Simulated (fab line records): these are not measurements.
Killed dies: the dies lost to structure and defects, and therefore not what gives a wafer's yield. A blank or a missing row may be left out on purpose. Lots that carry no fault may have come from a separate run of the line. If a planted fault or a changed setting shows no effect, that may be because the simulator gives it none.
fab line records	flow n5Finfet
record lots=6	wafers=18	lastDay=19
route steps=1938 shown BEOL_M8@1377 PASSIVATION@1936
lots with no fault: from the same line, run without faults
startH: the number of hours between the record's first day and the start of the first shown wafer of the lot	waitH: time in hours since the lot's previous step	" same as the row above	L1.1+2: several wafers, shown together as one row	- no value, or no start given	* or withheld: withheld	< > ~ a bound
route shown NAME@n: names a module that has steps shown in the file, with the first one's number in the route	usual: average and standard deviation across the fault-free wafers	same: alike in all rows	chamber/n: place in a boat	sites: readings site by site	_std_site: how widely they spread, as a standard deviation	_edge_site: inner sites' mean taken away from outer sites' mean	radiusMm: how far each site lies from the wafer's centre	mask NAME#n: copy n	behind: the most recent tool/chamber to have shaped the wafer	hold: the reason the lot was held/the length of the hold in hours/how it ended	device: the n, p or np transistor that did not switch	end of line: the same wafers' tests at the end of the route	a step without rows: its recipe alone	killed: at the first sort, the dies lost to defects and structure; wafer yield is something else	map: the dies of a wafer, with x for killed, . for not killed, _ for no die there
set.NAME: the setting that was run; set.NAME@STEP: the one run at that earlier step	model.NAME: the simulator's own value behind a step, which no gauge read
lots at some steps of the route; a table a step, a row a wafer
services: when a tool's chamber went out of use (startH, in hours from the record's first day, below 0 if earlier), for how many hours, and the reason
## steps
# step N5_BEOL_M8_TRENCH_ETCH_37
# recipe chemistry=C4F6/O2	targetDepthA=934.78	target=SiCOH_lowk	timeS=31.2	ionEnergyEv=250	pressureMtorr=30	sourceW=345	biasW=185	Ar_flow_sccm=300	C4F6_flow_sccm=10	O2_flow_sccm=10
# usual drypumpMotorCurrentA=5.7/0.55	oes_ar_750_au=0.78/0.088	oesProductAu=0.78/0.088	rfVppV=651/16	showerheadPlenumPTorr=2.83/0.067	throttleValvePct=20.92/0.24
lot.wafer	tool	chamber	startH	waitH	drypumpMotorCurrentA	oes_ar_750_au	oesProductAu	rfHoursCounterH	rfVppV	showerheadPlenumPTorr	throttleValvePct
L356.2	rieDiel-05	0	-	-	6.3	0.77	0.77	145	640	2.75	20.93
L356.5	"	0	"	"	6.3	0.78	0.76	-	640	2.75	20.94
L356.6	"	1	"	"	4.9	0.67	0.68	-	654	2.86	20.93
L357.1	rieDiel-05	1	-	-	4.9	0.67	0.67	211	655	2.86	20.93
L357.2	"	0	"	"	6.3	0.77	0.76	147	641	2.75	20.95
L357.6	"	0	"	"	6.3	0.77	0.76	-	639	2.75	20.94
L369.1	rieDiel-02	1	-	-	5.8	0.72	0.70	199	665	2.84	21.33
L369.3	"	3	"	"	5.3	0.86	0.84	53	632	2.88	21.06
L369.5	"	3	"	"	5.3	0.85	0.84	-	633	2.88	21.08
L371.1	rieDiel-06	3	-	-	4.8	0.80	0.81	92	675	2.76	20.45
L371.4	"	0	"	"	5.3	0.71	0.70	233	641	2.93	21.28
L371.6	"	1	"	"	6.5	0.76	0.77	-	665	2.85	20.53
L373.2	rieDiel-06	3	-	-	4.8	0.80	0.80	93	675	2.75	20.46
L373.4	"	0	"	"	5.3	0.70	0.69	233	640	2.93	21.26
L373.6	"	3	"	"	4.8	0.80	0.81	-	675	2.75	20.45
L374.1	rieDiel-02	1	-	-	5.8	0.72	0.70	211	664	2.83	21.34
L374.2	"	2	"	"	5.1	1.00	0.99	9	656	2.91	20.77
L374.6	"	1	"	"	5.8	0.71	0.70	-	663	2.83	21.34
# step N5_BEOL_M8_ETCH_41
# recipe chemistry=CH3F/O2	target=SiCN	targetDepthA=319	taperDeg=2	timeS=57.8	ionEnergyEv=120	maskMaterial=TiN	pressureMtorr=30	sourceW=395	biasW=75	Ar_flow_sccm=150	CH3F_flow_sccm=30	O2_flow_sccm=20
# step N5_BEOL_M8_STRIP_80
# recipe chemistry=N2/H2	timeS=10	powerW=450	tempC=40	pressureMtorr=20	rfFrequencyHz=6e+07	biasPowerW=7	n2FlowSccm=200	h2FlowSccm=200
# usual drypumpMotorCurrentA=5.7/0.55	n2FlowSccm=200.0/0.61	oesProductAu=0.78/0.085	rfVppV=59.0/0.88	showerheadPlenumPTorr=2.51/0.078	throttleValvePct=23.5/0.4
lot.wafer	tool	chamber	startH	waitH	drypumpMotorCurrentA	n2FlowSccm	oesProductAu	rfHoursCounterH	rfVppV	showerheadPlenumPTorr	throttleValvePct
L356.2	rieDiel-05	0	-	-	6.3	200.3	0.77	145	57.9	2.41	23.1
L356.5	"	0	"	"	6.3	201.4	0.78	-	58.2	2.41	23.1
L356.6	"	1	"	"	4.9	201.0	0.69	-	59.2	2.52	23.4
L357.1	rieDiel-05	1	-	-	4.9	199.7	0.70	211	59.4	2.52	23.4
L357.2	"	0	"	"	6.3	200.5	0.77	147	58.1	2.41	23.1
L357.6	"	0	"	"	6.3	198.8	0.78	-	60.1	2.41	23.1
L369.1	rieDiel-02	1	-	-	5.8	199.3	0.72	199	59.5	2.53	24.2
L369.3	"	3	"	"	5.3	200.4	0.84	53	59.7	2.57	23.9
L369.5	"	3	"	"	5.3	199.7	0.85	-	58.7	2.57	23.8
L371.1	rieDiel-06	3	-	-	4.8	200.5	0.83	92	58.7	2.46	23.3
L371.4	"	0	"	"	5.3	199.5	0.71	233	59.6	2.60	23.8
L371.6	"	1	"	"	6.5	200.6	0.79	-	58.4	2.57	23.6
L373.2	rieDiel-06	3	-	-	4.8	200.3	0.82	93	59.2	2.46	23.3
L373.4	"	0	"	"	5.3	200.0	0.71	233	59.6	2.60	23.8
L373.6	"	3	"	"	4.8	199.6	0.82	-	58.1	2.46	23.3
L374.1	rieDiel-02	1	-	-	5.8	200.3	0.70	211	59.9	2.53	24.3
L374.2	"	2	"	"	5.1	200.3	0.97	9	59.2	2.63	24.1
L374.6	"	1	"	"	5.8	200.2	0.70	-	59.2	2.53	24.2
# step N5_BEOL_M8_OCD_MEAS_38
# usual trenchDepthNm=92.2/2
lot.wafer	tool	chamber	startH	waitH	trenchDepthNm
L356.2	ocd-02	-	244.86	-	93.1
L356.5	"	-	"	"	92.4
L356.6	"	-	"	"	88.2
L357.1	ocd-01	-	247.49	-	88.7
L357.2	"	-	"	"	92.7
L357.6	"	-	"	"	92.6
L369.1	ocd-02	-	348.14	-	91.8
L369.3	"	-	"	"	93.7
L369.5	"	-	"	"	93.8
L371.1	ocd-01	-	348.24	-	92.3
L371.4	"	-	"	"	91.5
L371.6	"	-	"	"	95.0
L373.2	ocd-02	-	349.64	-	90.8
L373.4	"	-	"	"	90.4
L373.6	"	-	"	"	92.4
L374.1	ocd-01	-	378.77	-	91.1
L374.2	"	-	"	"	97.4
L374.6	"	-	"	"	91.4
# step N5_BEOL_M8_HM_STRIP_39
# recipe chemistry=peroxideTinStrip	material=TiN	targetDepthA=250	tempC=50	timeS=158
# step N5_BEOL_M8_SRD_40
# recipe timeS=30	tempC=23	rinseLiquid=diw	dry=ipaMarangoni
# step N5_BEOL_M8_PRECLEAN_42
# recipe chemistry=residueRemover	timeS=60	tempC=40
# step N5_BEOL_M8_SRD_43
# recipe timeS=30	tempC=23	rinseLiquid=diw	dry=ipaMarangoni
# step N5_BEOL_M8_CD_MEAS_35
# recipe targetCdNm=40	polarity=opening
# usual cdNm=39.7/0.74
lot.wafer	tool	chamber	startH	waitH	cdNm
L356.2	cdSem-01	-	245.02	0.0	40.1
L356.5	"	-	"	"	41.1
L356.6	"	-	"	"	40.8
L357.1	cdSem-02	-	247.64	0.0	38.8
L357.2	"	-	"	"	39.6
L357.6	"	-	"	"	39.5
L369.1	cdSem-02	-	348.31	0.0	39.4
L369.3	"	-	"	"	40.8
L369.5	"	-	"	"	38.8
L371.1	cdSem-01	-	348.39	0.0	39.4
L371.4	"	-	"	"	38.8
L371.6	"	-	"	"	38.7
L373.2	cdSem-01	-	349.80	0.0	41.0
L373.4	"	-	"	"	41.2
L373.6	"	-	"	"	39.6
L374.1	cdSem-03	-	378.92	0.0	38.7
L374.2	"	-	"	"	38.3
L374.6	"	-	"	"	38.9
# step N5_BEOL_M8_CURE_75
# recipe tempC=370	timeS=120	ambient=DMADMS/He	material=SiCOH_lowk
# usual lampPowerPct=52.31/0.054	wafer_temp_C_max=371.6/0.49
lot.wafer	tool	chamber	startH	waitH	lampPowerPct	wafer_temp_C_max
L356.2	uvCure-01	0	245.11	0.1	52.24	371.7
L356.5	"	0	"	"	52.19	371.3
L356.6	"	0	"	"	52.40	371.2
L357.1	uvCure-03	1	247.69	0.0	52.19	372.6
L357.2	"	1	"	"	52.31	372.4
L357.6	"	1	"	"	52.35	372.4
L369.1	uvCure-01	2	348.35	0.0	52.33	370.9
L369.3	"	2	"	"	52.33	371.3
L369.5	"	2	"	"	52.22	371.4
L371.1	uvCure-02	2	348.43	0.0	52.21	371.5
L371.4	"	2	"	"	52.35	372.5
L371.6	"	2	"	"	52.33	372.3
L373.2	uvCure-02	2	349.89	0.1	52.30	371.5
L373.4	"	2	"	"	52.33	371.5
L373.6	"	2	"	"	52.17	371.5
L374.1	uvCure-03	2	378.96	0.0	52.41	371.8
L374.2	"	2	"	"	52.34	371.6
L374.6	"	2	"	"	52.26	371.3
# step N5_BEOL_M8_DEGAS_44
# recipe ambient=vacuum	tempC=250	timeS=60
# usual heaterPowerW=339/43
lot.wafer	tool	chamber	startH	waitH	heaterPowerW
L356.2	pvdSputter-03	-	245.39	0.2	317
L356.5	"	-	"	"	332
L356.6	"	-	"	"	318
L357.1	pvdSputter-01	-	248.39	0.7	304
L357.2	"	-	"	"	418
L357.6	"	-	"	"	419
L369.1	pvdSputter-02	-	349.76	1.4	343
L369.3	"	-	"	"	288
L369.5	"	-	"	"	344
L371.1	pvdSputter-02	-	350.00	1.5	293
L371.4	"	-	"	"	348
L371.6	"	-	"	"	344
L373.2	pvdSputter-02	-	350.62	0.7	346
L373.4	"	-	"	"	288
L373.6	"	-	"	"	341
L374.1	pvdSputter-01	-	379.31	0.3	358
L374.2	"	-	"	"	310
L374.6	"	-	"	"	334
# step N5_BEOL_M8_PRE_CLEAN_45
# recipe gas=H2/He	timeS=30	tempC=250
# usual heaterPowerW=338/42
lot.wafer	tool	chamber	startH	waitH	heaterPowerW
L356.2	pvdSputter-03	-	245.43	0.0	320
L356.5	"	-	"	"	327
L356.6	"	-	"	"	314
L357.1	pvdSputter-01	-	248.44	0.0	306
L357.2	"	-	"	"	425
L357.6	"	-	"	"	404
L369.1	pvdSputter-02	-	349.80	0.0	340
L369.3	"	-	"	"	285
L369.5	"	-	"	"	340
L371.1	pvdSputter-02	-	350.04	0.0	293
L371.4	"	-	"	"	343
L371.6	"	-	"	"	343
L373.2	pvdSputter-02	-	350.66	0.0	341
L373.4	"	-	"	"	291
L373.6	"	-	"	"	337
L374.1	pvdSputter-01	-	379.35	0.0	358
L374.2	"	-	"	"	303
L374.6	"	-	"	"	324
# step N5_BEOL_M8_ALD_77
# recipe material=TaN	targetThkA=20	tempC=275	aldPrecursorFamily=PDMAT	aldCoReactant=NH3	pressureTorr=3	carrierFlowSccm=1500	pulseTimeS=2	purgeTimeS=3	coReactantPurgeTimeS=2	coReactantPulseTimeS=3	aldCycles=40	precursorVesselTempC=75	precursorVesselPressureTorr=26.25	precursorVesselCarrierSccm=1000
# usual heaterPowerW=428/57	precursorVesselPressureTorr=26.24/0.055	susceptorTempC=274.96/0.18
# same coReactantPurgeTimeS=2
lot.wafer	tool	chamber	startH	waitH	heaterPowerW	precursorVesselPressureTorr	sinceWetCleanH	susceptorTempC
L356.2	aldMetal-01	1	245.51	0.1	359	26.18	4524	274.73
L356.5	"	2	"	"	532	26.21	-	274.98
L356.6	"	3	"	"	450	26.24	-	274.80
L357.1	aldMetal-04	3	248.51	0.0	408	26.26	2988	275.06
L357.2	"	0	"	"	529	26.27	2988	275.11
L357.6	"	2	"	"	406	26.32	-	275.01
L369.1	aldMetal-04	2	349.86	0.0	396	26.23	3090	271.88
L369.3	"	1	"	"	407	26.27	3090	272.01
L369.5	"	2	"	"	391	26.27	-	271.95
L371.1	aldMetal-04	2	350.14	0.1	401	26.20	3090	271.61
L371.4	"	1	"	"	409	26.35	3090	272.11
L371.6	"	1	"	"	415	26.25	-	272.03
L373.2	aldMetal-01	0	350.75	0.1	457	26.24	4629	274.73
L373.4	"	2	"	"	529	26.24	4629	275.03
L373.6	"	3	"	"	445	26.17	-	275.07
L374.1	aldMetal-01	3	379.43	0.1	444	26.23	4658	275.11
L374.2	"	0	"	"	457	26.19	4658	274.81
L374.6	"	2	"	"	530	26.29	-	274.87
# step N5_BEOL_M8_SURFACE_TREAT_79
# recipe gas=Ar	timeS=*	ionEnergyEv=*	ionCurrentMaCm2=0.5	pressureMtorr=*	arFlowSccm=30
# step N5_PASSIVATION_PROBE_49
# usual defectLimitedYield=91.3/1.4	killed_at_M0_to_M3=36/10	killed_at_M4_up=13/5.4	killedAtContacts=12/5.3	killedAtFrontEnd=39/10	killedAtOther=3.2/2.7	killedDies=103/16	killedOpen=68/13	killedShort=33/6.6	sort_bin_5_function=5.1/0.92	sort_bin_6_memory=3.3/0.68	sort_bin_8_speed=0.1/0.41	sortNPass=1077/17	sortYieldPct=91.2/1.4
# same grossDies=1180	killedAtBackSide=0	sort_bin_4_leakage[%]=0
lot.wafer	tool	chamber	startH	waitH	defectLimitedYield[%]	killed_at_M0_to_M3	killed_at_M4_up	killedAtContacts	killedAtFrontEnd	killedAtOther	killedDies	killedOpen	killedShort	sort_bin_5_function[%]	sort_bin_6_memory[%]	sort_bin_8_speed[%]	sortNPass	sortYieldPct[%]
L371.6	prober-01	-	430.17	0.3	90.7	43	12	2	51	2	110	59	36	5.3	2.5	0	1070	90.7
# killed by level:class
L371.6 HKMG_FIN:areaEtch=13 BEOL_M0_SAQP:geometricParticle:open=12 FIN_SAQP:geometricParticle:open=10 BEOL_M0_SAQP:geometricParticle:short=10 GATE_CUT:geometricParticle:short=7 STI_FIN_REVEAL:geometricParticle:open=7 BEOL_M2:geometricParticle:open=7 BEOL_M3:geometricParticle:open=6
## services
tool	chamber	startH	hours	kind
rieDiel-05	3	228.10	-	clean
rieDiel-05	3	228.10	-	consumableReplace:esc
rieDiel-05	3	228.10	-	consumableReplace:focusRing
rieDiel-05	3	228.10	26.0	scheduledDown
rieDiel-05	3	228.10	26.0	ventCycle
rieDiel-05	1	231.51	7.3	repair
aldMetal-04	-	269.51	0.6	repair
rieDiel-02	0	271.52	9.9	repair
uvCure-03	-	273.94	0.3	repair
rieDiel-02	0	281.47	-	clean
rieDiel-02	0	281.47	-	consumableReplace:focusRing
rieDiel-02	0	281.47	15.5	scheduledDown
rieDiel-02	3	287.60	16.7	repair
aldMetal-01	3	296.26	10.0	repair
uvCure-03	-	312.76	7.5	pm
uvCure-02	-	327.01	7.5	pm
uvCure-03	-	332.94	0.5	repair
rieDiel-02	1	334.26	5.1	repair
aldMetal-04	-	340.87	6.0	pm
uvCure-01	-	351.21	1.0	pm
pvdSputter-01	-	367.25	3.0	repair
aldMetal-01	-	368.33	6.0	pm
uvCure-03	-	368.46	6.0	pm
rieDiel-05	2	374.65	24.2	repair
## key
firstSign step=N5_BEOL_M8_ALD_77	reading=susceptorTempC	direction=down	sigmas=17	usual=*	struck=*
effect none on later readings
metAt N5_BEOL_M8_ALD_77
struckWafers L369.1,L369.3,L369.5,L371.1,L371.4,L371.6
baselineLoss step=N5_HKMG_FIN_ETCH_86	wafers=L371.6
onsetBetween 248.51 349.86
fault kind=processParameterDrift	tool=aldMetal-04	chamber=-	onsetH=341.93	steps=N5_BEOL_M8_ALD_77	channel=tempC	offset=*	shape=step	endH=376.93	actsIn=*	stated=*
# baselineLoss: these wafers lose ten dies or more at that step, a loss of the line's own and not of a fault; the sort's usual values leave them out
